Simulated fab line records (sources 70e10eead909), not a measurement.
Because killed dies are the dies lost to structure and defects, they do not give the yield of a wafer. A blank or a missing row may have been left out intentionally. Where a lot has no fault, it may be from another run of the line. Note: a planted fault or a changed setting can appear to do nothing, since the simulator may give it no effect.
Comparing a struck lot with a sound one	flow nand-harc	14 out of 1159 route steps
Sound: wafers L699.1, L699.2, L699.3. Wafers struck: L708.4, L708.6. At the end, the cause is stated.
At each step with rows: each side's tool, then ch and its chambers, then its first start. Under that, the readings that differ: sound wafers	struck wafers	difference of the means	sigmas: that difference in standard deviations of wafers without a fault.
alike: words and numbers the same on both sides, and readings whose means are apart by under 2 such deviations; not compared: readings that were withheld, readings missing a value for some wafer, numbers with overlapping values and no deviation given by the record, and bounds like >300 which may hide the same value.
Wherever a step has rows on one side only, a row that says differs or no value, or a row with sigmas, the two part there. Numbers that have no deviation but don't overlap get no sigmas and don't part them. A reading that every wafer of one side lacks parts them only if that side has two wafers or more.

first, 9 steps without rows for these wafers: NHARC_THIN_TSV_PVD_24 (deposits Al, target thk 800 nm); NHARC_THIN_TSV_DEHYDRATE_25 (time 120 s); NHARC_THIN_TSV_HMDS_26 (time 30 s); NHARC_THIN_TSV_COAT_27; NHARC_THIN_TSV_SOFTBAKE_28 (time 95 s); NHARC_THIN_TSV_EBR_29; NHARC_THIN_TSV_EXPOSE_30 (exposes mask PAD); NHARC_THIN_TSV_PEB_31 (peb time 85 s); NHARC_THIN_TSV_DEVELOP_32 (time 70 s).
NHARC_THIN_TSV_CD_MEAS_33 targets a cd of 5000 nm.
  sound on cd-sem-02 ch 0, day 19 09:10; struck on cd-sem-02 ch 0, day 21 12:01
  alike: cd-nm
then, 1 step without rows for these wafers: NHARC_THIN_TSV_HARDBAKE_34 (time 80 s).
NHARC_THIN_TSV_DESCUM_35: chemistry O2, time 3 s.
  sound on rie-diel-12 ch 0,1,3, day 19 09:19; struck on rie-diel-12 ch 1,2, day 21 12:13
reading	sound	struck	difference	sigmas
rf-hours-counter-h (h)	7 6 7	- -	no value on the struck wafers	
  alike: drypump-motor-current-A, mfc-ar-sccm, oes-product-au, rf-vpp-V, showerhead-plenum-p-Torr, throttle-valve-pct
NHARC_THIN_TSV_ETCH_59: etches the open film in Cl2/BCl3, target depth 880 nm, time 138.1 s.
  sound on rie-metal-03 ch 0,1, day 19 09:27; struck on rie-metal-01 ch 0,1, day 21 12:24
reading	sound	struck	difference	sigmas
run-length-s (s)	160.0 159.2 159.5	71.0 71.4	-88.4	-99 or more
  alike: drypump-motor-current-A, oes-product-au, throttle-valve-pct
  not compared: rf-hours-counter-h
NHARC_THIN_TSV_ETCH_36: etches the open film in Cl2/BCl3, target depth 65 nm, time 18.571 s.
  sound on rie-metal-03 ch 0,1, day 19 09:42; struck on rie-metal-01 ch 0, day 21 12:36
  alike: drypump-motor-current-A, oes-product-au, run-length-s
  not compared: rf-hours-counter-h

## WHERE THEY PART
Earliest at NHARC_THIN_TSV_DESCUM_35; latest, in this record, at NHARC_THIN_TSV_ETCH_59. Later steps at which nothing parts them and some readings are alike: NHARC_THIN_TSV_ETCH_36.

WHY: whatever the simulator had introduced
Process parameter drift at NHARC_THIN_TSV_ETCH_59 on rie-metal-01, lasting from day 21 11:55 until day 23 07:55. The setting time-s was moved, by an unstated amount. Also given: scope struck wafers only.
